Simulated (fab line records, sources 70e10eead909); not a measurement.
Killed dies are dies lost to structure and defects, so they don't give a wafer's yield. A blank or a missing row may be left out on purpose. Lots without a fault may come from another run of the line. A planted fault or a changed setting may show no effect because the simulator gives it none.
fab line records | flow nand_harc
record lots=6 wafers=18 last_day=23
route steps=1159 shown P_M2@348 P_BONDPAD@351 END@1159
lots that met no fault: from a run of the same line without faults
start_h: hours from the record's first day to the start of the lot's first wafer shown | wait_h: hours since the lot's step before | " the same as in the row above | L1.1+2: a row that stands for several wafers | - no value, or no start given | * or withheld: withheld | < > ~ a bound
route shown NAME@n: a module of which the file shows steps, and the number in the route of the first | usual: mean/standard deviation of fault-free wafers | same: alike in all rows | chamber/n: place in a boat | sites: the reading at each site | _std_site: their standard deviation | _edge_site: outer sites' mean less inner sites' | radius_mm: how far each site lies from the wafer's centre | mask NAME#n: copy n | behind: the tool/chamber that last shaped the wafer | hold: why the lot was held/for how many hours/how that ended | device: the transistor (n, p or np) that didn't switch | end of line: the same wafers' tests at the end of the route | a step without rows: its recipe alone | killed: dies lost to structure and defects at the first sort, not the wafer's yield | map: a wafer's dies, x killed, . not, _ none there
set.NAME: the setting as run; set.NAME@STEP: as run at that earlier step | model.NAME: the simulator's own value behind a step, which no gauge read
lots at some steps of the route; a table a step, a row a wafer
services: from which hour (start_h, from the record's first day; less than 0 if before it) a tool's chamber was out of use, for how many hours, and why
## steps
# step NHARC_P_M2_INSPECT_27
# usual raw_defect_count=335/120
# columns lot.wafer tool chamber start_h wait_h raw_defect_count
L586.1 defect_inspect-01 - 137.41 0.0 473
L586.3 " - " " 481
L586.4 " - " " 609
L587.1 defect_inspect-02 - 147.99 0.0 280
L587.5 " - " " 431
L587.6 " - " " 357
L594.4 defect_inspect-01 - 192.44 0.0 575
L594.5 " - " " 525
L594.6 " - " " 621
L596.2 defect_inspect-01 - 203.44 0.0 474
L596.5 " - " " 358
L596.6 " - " " 323
L598.4 defect_inspect-02 - 229.76 0.0 299
L598.5 " - " " 222
L598.6 " - " " 176
L604.3 defect_inspect-02 - 242.86 0.0 435
L604.5 " - " " 639
L604.6 " - " " 689
# step NHARC_P_M2_PRE_CLEAN_32
# recipe time_s=12 temp_c=370 rf_power_w=300 gas=NH3
# usual heater_power_w=629/85 rf_fwd_power_W=292.5/0.92
# columns lot.wafer tool chamber start_h wait_h heater_power_w rf_fwd_power_W
L586.1 pecvd-03 0 137.47 0.1 688 292.9
L586.3 " 0 " " 686 291.2
L586.4 " 0 " " 701 292.5
L587.1 pecvd-03 0 148.08 0.1 607 293.3
L587.5 " 1 " " 611 292.7
L587.6 " 0 " " 621 292.5
L594.4 pecvd-01 1 192.54 0.1 522 292.4
L594.6 " 2 " " 503 292.9
L594.5 " 0 " " 676 292.3
L596.2 pecvd-03 2 203.51 0.1 593 293.7
L596.5 " 0 " " 714 293.1
L596.6 " 1 " " 519 290.9
L598.4 pecvd-04 0 229.87 0.1 804 292.5
L598.6 " 1 " " 773 292.1
L598.5 " 2 " " 573 291.5
L604.3 pecvd-03 1 242.93 0.1 608 291.7
L604.6 " 1 " " 595 291.8
L604.5 " 0 " " 703 292.4
# step NHARC_P_M2_DEP_33
# recipe target_thk_a=300 temp_c=370 target_thk_nm=30 pressure_torr=3 flow_sccm=200 rf_w=450 material=SiCN
# usual heater_power_w=572/82 rf_fwd_power_W=448.9/1.4
# columns lot.wafer tool chamber start_h wait_h heater_power_w rf_fwd_power_W
L586.1 pecvd-03 0 137.70 0.2 576 450.8
L586.3 " 0 " " 596 449.1
L586.4 " 0 " " 588 450.9
L587.1 pecvd-03 0 148.22 0.1 614 447.1
L587.5 " 1 " " 464 448.1
L587.6 " 0 " " 615 448.8
L594.4 pecvd-01 1 192.71 0.2 500 449.9
L594.6 " 2 " " 371 449.3
L594.5 " 0 " " 664 448.3
L596.2 pecvd-03 2 203.58 0.1 557 450.3
L596.5 " 0 " " 573 452.7
L596.6 " 1 " " 513 449.1
L598.4 pecvd-04 0 230.04 0.2 694 447.4
L598.6 " 1 " " 778 449.6
L598.5 " 2 " " 576 450.1
L604.3 pecvd-03 1 243.01 0.1 505 450.0
L604.6 " 1 " " 516 447.9
L604.5 " 0 " " 652 450.1
# step NHARC_P_BONDPAD_DEP_00
# recipe target_thk_a=2500 temp_c=370 target_thk_nm=250 pressure_torr=3 flow_sccm=200 rf_w=450 material=SiCN
# usual heater_power_w=593/99 rf_fwd_power_W=448.8/1.3
# columns lot.wafer tool chamber start_h wait_h heater_power_w rf_fwd_power_W
L586.1 pecvd-03 0 138.61 0.8 637 451.3
L586.3 " 0 " " 639 448.7
L586.4 " 0 " " 659 448.4
L587.1 pecvd-03 1 - - 485 448.0
L587.6 " 2 " " 633 449.2
L587.5 " 0 " " 685 449.7
L594.4 pecvd-01 0 - - 708 450.8
L594.5 " 1 " " 474 448.3
L594.6 " 2 " " 409 448.8
L596.2 pecvd-03 0 - - 671 447.8
L596.6 " 0 " " 686 448.6
L596.5 " 1 " " 529 449.9
L598.6 pecvd-03 1 230.45 - 536 447.2
L598.4 " 2 " " 599 448.6
L598.5 " 0 " " 634 449.5
L604.3 pecvd-03 2 - - 672 448.6
L604.5 " 2 " " 521 446.0
L604.6 " 0 " " 589 450.7
# step NHARC_P_BONDPAD_CMP_32
# recipe target_thk_nm=200 material=SiCN
# usual motor_current_A=12.1/1.1
# columns lot.wafer tool chamber start_h wait_h motor_current_A
L586.3 cmp-02 3 139.56 0.5 10.9
L586.4 " 0 " " 12.0
L586.1 " 2 " " 11.4
L587.1 cmp-02 0 148.98 - 11.6
L587.6 " 2 " " 10.8
L587.5 " 3 " " 11.5
L594.4 cmp-03 1 193.46 - 12.3
L594.5 " 2 " " 12.4
L594.6 " 3 " " 13.0
L596.2 cmp-03 2 204.60 - 12.2
L596.6 " 3 " " 14.2
L596.5 " 0 " " 10.9
L598.4 cmp-04 2 230.75 - 10.0
L598.6 " 1 " " 13.1
L598.5 " 2 " " 9.8
L604.3 cmp-02 2 243.91 - 11.5
L604.6 " 3 " " 10.9
L604.5 " 0 " " 11.1
# step NHARC_P_BONDPAD_THK_MEAS_33
# recipe thk_meas_gauge=ellipsometry
# usual thk_nm=200.3/1.6
# columns lot.wafer tool chamber start_h wait_h thk_nm
L586.1 film_metro-01 - 139.81 0.1 201.7
L586.3 " - " " 199.6
L586.4 " - " " 199.1
L587.1 film_metro-02 - 149.18 0.2 201.2
L587.5 " - " " 200.7
L587.6 " - " " 203.1
L594.4 film_metro-01 - 193.64 0.2 199.0
L594.5 " - " " 201.1
L594.6 " - " " 199.0
L596.2 film_metro-01 - 204.77 0.1 201.4
L596.5 " - " " 199.5
L596.6 " - " " 197.9
L598.4 film_metro-02 - 230.98 0.2 200.7
L598.5 " - " " 200.0
L598.6 " - " " 200.7
L604.3 film_metro-02 - 244.08 0.2 203.1
L604.5 " - " " 198.4
L604.6 " - " " 200.2
# step NHARC_P_BONDPAD_SRD_34
# step NHARC_P_BONDPAD_DEHYDRATE_01
# recipe temp_c=150 time_s=120
# step NHARC_P_BONDPAD_HMDS_02
# recipe time_s=30
# step NHARC_P_BONDPAD_COAT_36
# recipe temp_c=200 time_s=65
# step NHARC_P_BONDPAD_COAT_03
# recipe spin_rpm=2000 resist_thk_nm=600
# step NHARC_P_BONDPAD_SOFTBAKE_04
# recipe temp_c=125 time_s=70
# usual heater_power_total_W=200.8/1.3 plate_temp_C=125.01/0.14
# columns lot.wafer tool chamber start_h wait_h heater_power_total_W plate_temp_C
L586.1 litho_track-03 0 139 - 202.7 124.99
L586.3 " 0 " " 202.7 125.08
L586.4 " 0 " " 199.4 125.02
L587.1 litho_track-05 0 149 - 199.9 125.10
L587.5 " 0 " " 199.3 124.99
L587.6 " 0 " " 199.4 125.10
L594.4 litho_track-03 0 193 - 208.1 128.58
L594.5 " 0 " " 208.5 128.51
L594.6 " 0 " " 208.5 128.82
L596.2 litho_track-03 0 204 - 209.6 128.63
L596.5 " 0 " " 209.8 128.73
L596.6 " 0 " " 209.2 128.71
L598.4 litho_track-07 0 231 - 202.1 124.97
L598.5 " 0 " " 202.7 124.78
L598.6 " 0 " " 200.1 125.11
L604.3 litho_track-05 0 244 - 199.3 124.96
L604.5 " 0 " " 202.7 125.00
L604.6 " 0 " " 199.9 125.04
# step NHARC_P_BONDPAD_EBR_05
# step NHARC_END_SORT_01
# recipe temp_c=25
# usual defect_limited_yield=95.1/1.6 killed_at_array=29/11 killed_at_other=0.6/1 killed_at_periphery=3.1/2.1 killed_dies=33/11 killed_open=3.1/1.9 killed_short=1.9/1.5 sort_bin_2_pct=1.5/0.66 sort_bin_3_pct=0.29/0.23 sort_bin_4_pct=3.1/0.98 sort_n_pass=644/11 sort_rim_yield_pct=96.9/2.3 sort_yield_pct=95.1/1.6
# same gross_dies=677 sort_bin_5_pct[%]=0 sort_bin_6_pct[%]=0 sort_bin_7_pct[%]=0 sort_bin_8_pct[%]=0 sort_rim_n_gross=106.00
# columns lot.wafer tool chamber start_h wait_h defect_limited_yield[%] killed_at_array killed_at_other killed_at_periphery killed_dies killed_open killed_short sort_bin_2_pct[%] sort_bin_3_pct[%] sort_bin_4_pct[%] sort_n_pass sort_rim_yield_pct[%] sort_yield_pct[%]
L586.1 prober-01 0 447.13 2.5 92.9 43 3 2 48 4 4 1.8 0.44 4.9 629 93.4 92.9
L586.3 prober-01 0 448.72 3.1 94.1 33 6 1 40 5 3 1.6 0.44 3.8 637 95.3 94.1
L586.4 prober-01 0 449.51 3.4 93.6 37 3 3 43 4 0 1.6 0.30 4.4 634 97.2 93.6
L587.1 prober-01 0 454.93 2.5 97.0 15 3 2 20 2 5 0.7 0 2.2 657 99.1 97.0
L587.5 prober-01 0 458.10 3.7 97.5 12 3 2 17 5 1 0.7 0.15 1.6 660 100.0 97.5
L587.6 prober-01 0 458.89 4.0 97.2 18 1 0 19 2 2 0.4 0 2.4 658 97.2 97.2
L594.4 prober-01 0 517.96 3.4 98.5 8 0 2 10 1 0 0.7 0 0.7 667 100.0 98.5
L594.5 prober-01 0 518.77 3.7 97.2 16 0 3 19 2 3 0.7 0.30 1.8 658 97.2 97.2
L594.6 prober-01 0 519.58 4.1 96.2 23 2 1 26 4 2 1.6 0.15 2.1 651 99.1 96.2
L596.2 prober-01 0 531.48 2.8 95.6 30 0 0 30 3 2 1.5 0.15 2.8 647 99.1 95.6
L596.5 prober-01 0 533.85 3.7 94.4 34 1 3 38 3 2 1.8 0.30 3.5 639 97.2 94.4
L596.6 prober-01 0 534.64 4.0 95.0 31 1 2 34 2 4 1.3 0.15 3.5 643 100.0 95.0
L604.3 prober-02 0 558.40 3.1 93.2 44 1 1 46 3 2 2.5 0.59 3.7 631 94.3 93.2
L604.5 prober-02 0 560.02 3.7 93.5 42 0 2 44 4 3 1.6 0.74 4.1 633 96.2 93.5
L604.6 prober-02 0 560.83 4.1 93.5 42 0 2 44 1 2 2.1 0.15 4.3 633 99.1 93.5
# killed by level:class
L586.1 A_CHANNEL_HOLE_D1:chamber_film_flake=15 A_SLIT:chamber_film_flake=9 A_CONTACT:chamber_film_flake=8 A_M0:geometric_particle:open=3 A_CHANNEL_FILL_D1:chamber_film_flake=3 THIN_TSV:chamber_film_flake=3 A_CHANNEL_FILL_D1:geometric_particle:short=2 A_WL_FILL:geometric_particle:short=2
L586.3 A_CHANNEL_HOLE_D1:chamber_film_flake=9 A_SLIT:chamber_film_flake=8 THIN_TSV:chamber_film_flake=4 A_CONTACT:chamber_film_flake=3 A_CHANNEL_FILL_D1:chamber_film_flake=3 A_ZERO_WELL:chamber_film_flake=2 A_ONON_D1:geometric_particle:short=1 A_CONTACT:geometric_particle:open=1
L586.4 A_SLIT:chamber_film_flake=11 A_CHANNEL_HOLE_D1:chamber_film_flake=10 A_CONTACT:chamber_film_flake=7 A_CHANNEL_FILL_D1:chamber_film_flake=3 A_STAIRCASE:chamber_film_flake=3 THIN_TSV:chamber_film_flake=3 P_M0:geometric_particle:open=1 P_BONDPAD:geometric_particle:open=1
L587.1 A_CHANNEL_HOLE_D1:chamber_film_flake=4 A_CONTACT:chamber_film_flake=4 THIN_TSV:chamber_film_flake=3 A_ZERO_WELL:chamber_film_flake=2 P_STI:geometric_particle:short=1 P_M0:geometric_particle:open=1 A_CHANNEL_FILL_D1:geometric_particle:short=1 A_CHANNEL_FILL_D1:geometric_particle:open=1
L587.5 A_CHANNEL_HOLE_D1:chamber_film_flake=5 THIN_TSV:chamber_film_flake=3 P_GATE:geometric_particle:open=1 P_M0:geometric_particle:open=1 A_CHANNEL_FILL_D1:geometric_particle:open=1 A_SGD_CUT:geometric_particle:open=1 A_WL_FILL:geometric_particle:short=1 A_M1:geometric_particle:open=1
L587.6 A_CHANNEL_HOLE_D1:chamber_film_flake=8 A_CONTACT:chamber_film_flake=3 A_ONON_D1:geometric_particle:open=2 A_ZERO_WELL:chamber_film_flake=2 A_SOURCE_PLATE:geometric_particle:short=1 A_ONON_D1:geometric_particle:short=1 A_SLIT:chamber_film_flake=1 THIN_TSV:chamber_film_flake=1
L594.4 A_CONTACT:chamber_film_flake=3 A_CHANNEL_HOLE_D1:chamber_film_flake=3 A_BLC:geometric_particle:open=1 P_ZERO_WELL:chamber_film_flake=1 P_M2:chamber_film_flake=1 A_SLIT:chamber_film_flake=1
L594.5 A_STAIRCASE:chamber_film_flake=5 A_CHANNEL_HOLE_D1:chamber_film_flake=3 P_ZERO_WELL:chamber_film_flake=2 A_ZERO_WELL:chamber_film_flake=2 P_CONTACT:geometric_particle:short=1 A_ONON_D1:geometric_particle:open=1 A_CHANNEL_FILL_D1:geometric_particle:short=1 A_CONTACT:geometric_particle:short=1
L594.6 A_STAIRCASE:chamber_film_flake=6 A_CHANNEL_HOLE_D1:chamber_film_flake=4 A_WL_FILL:chamber_film_flake=3 A_CONTACT:chamber_film_flake=3 A_ONON_D1:geometric_particle:open=1 A_CHANNEL_FILL_D1:geometric_particle:open=1 A_CHANNEL_FILL_D1:geometric_particle:short=1 A_WL_FILL:geometric_particle:open=1
L596.2 A_CHANNEL_HOLE_D1:chamber_film_flake=18 A_STAIRCASE:chamber_film_flake=7 A_CHANNEL_HOLE_D1:geometric_particle:open=1 A_CHANNEL_FILL_D1:geometric_particle:open=1 A_WL_FILL:geometric_particle:short=1 A_CONTACT:geometric_particle:open=1 A_CONTACT:geometric_particle:short=1
L596.5 A_CHANNEL_HOLE_D1:chamber_film_flake=18 A_STAIRCASE:chamber_film_flake=6 A_CONTACT:chamber_film_flake=5 P_ZERO_WELL:chamber_film_flake=2 P_BONDPAD:geometric_particle:open=1 A_CHANNEL_FILL_D1:geometric_particle:open=1 A_CHANNEL_FILL_D1:geometric_particle:short=1 A_CONTACT:geometric_particle:open=1
L596.6 A_CHANNEL_HOLE_D1:chamber_film_flake=22 A_CONTACT:chamber_film_flake=3 A_CONTACT:geometric_particle:open=2 A_STAIRCASE:chamber_film_flake=2 P_GATE:geometric_particle:short=1 A_SOURCE_PLATE:geometric_particle:short=1 A_CHANNEL_FILL_D1:geometric_particle:short=1 STARTING-WAFER:geometric_particle:short=1
L604.3 A_SLIT:chamber_film_flake=19 A_CHANNEL_HOLE_D1:chamber_film_flake=9 A_STAIRCASE:chamber_film_flake=5 A_CONTACT:chamber_film_flake=5 A_CHANNEL_HOLE_D1:geometric_particle:open=1 A_CHANNEL_FILL_D1:geometric_particle:open=1 A_WL_FILL:geometric_particle:short=1 A_M0:geometric_particle:open=1
L604.5 A_SLIT:chamber_film_flake=22 A_CHANNEL_HOLE_D1:chamber_film_flake=6 A_STAIRCASE:chamber_film_flake=4 A_CONTACT:chamber_film_flake=3 P_GATE:geometric_particle:open=2 A_M0:geometric_particle:short=2 A_WL_FILL:chamber_film_flake=2 A_SOURCE_PLATE:geometric_particle:open=1
L604.6 A_SLIT:chamber_film_flake=17 A_CHANNEL_HOLE_D1:chamber_film_flake=12 A_CONTACT:chamber_film_flake=7 A_STAIRCASE:chamber_film_flake=4 P_M0:geometric_particle:open=1 P_M0:geometric_particle:short=1 A_CHANNEL_HOLE_D1:geometric_particle:short=1 A_WL_FILL:chamber_film_flake=1
## services
# columns tool chamber start_h hours kind
cmp-04 - 120.38 0.9 repair
pecvd-03 0 124.00 - clean
pecvd-03 1 124.00 - clean
pecvd-03 2 124.00 - clean
cmp-02 - 128.61 4.0 pm
cmp-02 - 132.61 - consumable_replace:conditioner
cmp-02 - 132.61 - consumable_replace:pad
pecvd-03 1 132.95 12.2 repair
pecvd-03 2 136.42 11.0 repair
cmp-03 - 156.22 4.0 pm
cmp-02 - 185.38 1.0 repair
litho_track-07 - 189.00 7.0 pm
cmp-04 - 196.04 1.2 repair
pecvd-04 - 196.30 13.0 pm
cmp-04 - 199.58 1.4 repair
cmp-04 - 203.01 4.0 pm
cmp-02 - 208.15 2.0 repair
litho_track-03 - 213.00 7.0 pm
cmp-04 - 213.88 3.5 repair
cmp-02 - 226.72 4.0 pm
cmp-02 - 230.72 - consumable_replace:conditioner
cmp-03 - 233.60 3.9 repair
litho_track-05 - 237.00 7.0 pm
pecvd-01 - 237.34 13.0 pm
## key
first_sign step=NHARC_P_BONDPAD_SOFTBAKE_04 reading=plate_temp_C direction=up sigmas=25 usual=* struck=*
effect step=NHARC_P_BONDPAD_SOFTBAKE_04 reading=heater_power_total_W direction=up sigmas=6.2 usual=* struck=*
met_at NHARC_P_BONDPAD_SOFTBAKE_04
struck_wafers L594.4,L594.5,L594.6,L596.2,L596.5,L596.6
onset_between 139 193
fault kind=process_parameter_drift tool=litho_track-03 chamber=- onset_h=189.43 steps=NHARC_P_BONDPAD_SOFTBAKE_04 channel=temp_c offset=* shape=step end_h=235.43 acts_in=* stated=*
